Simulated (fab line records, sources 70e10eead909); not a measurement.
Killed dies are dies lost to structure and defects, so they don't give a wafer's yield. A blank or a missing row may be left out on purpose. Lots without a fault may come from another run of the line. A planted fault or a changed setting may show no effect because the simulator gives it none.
Chamber matching | flow nand_harc | NHARC_A_CHANNEL_HOLE_D1_DESCUM_15 on rie_diel-11: 4 sister chambers
The step chemistry O2, time 3 s. 4 wafers are shown with their chamber, then 8 later ones without.

WAFERS WITH THEIR CHAMBER
wafer  | chamber | showerhead_plenum_p_Torr (Torr)
L468.5 | 1       | 2.02
L471.1 | 0       | 1.93
L476.6 | 2       | 2.00
L479.1 | 3       | 2.01

WAFERS WITHOUT THEIR CHAMBER
wafer  | showerhead_plenum_p_Torr (Torr)
L479.3 | 1.92
L479.6 | 1.92
L483.3 | 2.00
L483.4 | 2.01
L483.5 | 2.00
L485.2 | 2.00
L485.3 | 2.01
L485.5 | 2.01

WHICH CHAMBER EACH WENT THROUGH
wafer  | from the rows above     | in truth
L479.3 | 0                       | 0
L479.6 | 0                       | 0
L483.3 | can't be placed: 2 or 3 | 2
L483.4 | can't be placed: 3 or 2 | 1
L483.5 | can't be placed: 2 or 3 | 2
L485.2 | can't be placed: 2 or 3 | 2
L485.3 | can't be placed: 3 or 2 | 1
L485.5 | can't be placed: 3 or 2 | 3
Placed correctly: 2 of 8. Can't be placed from these rows: 6 (the true chamber is among the candidates in 4). Placed wrongly: 0.
How it was worked out, from the rows above alone: a wafer's distance from a chamber is the root of the sum, over the readings, of the square of ((its reading less the chamber's mean) divided by the reading's scatter). The wafer belongs to the nearest chamber; if the next one is less than 2 further off, it can't be placed. A chamber's mean is the mean of its shown wafers. The scatter: with one shown wafer a chamber, the root of the mean of the squares of how far each hidden wafer lies from its nearest shown one.
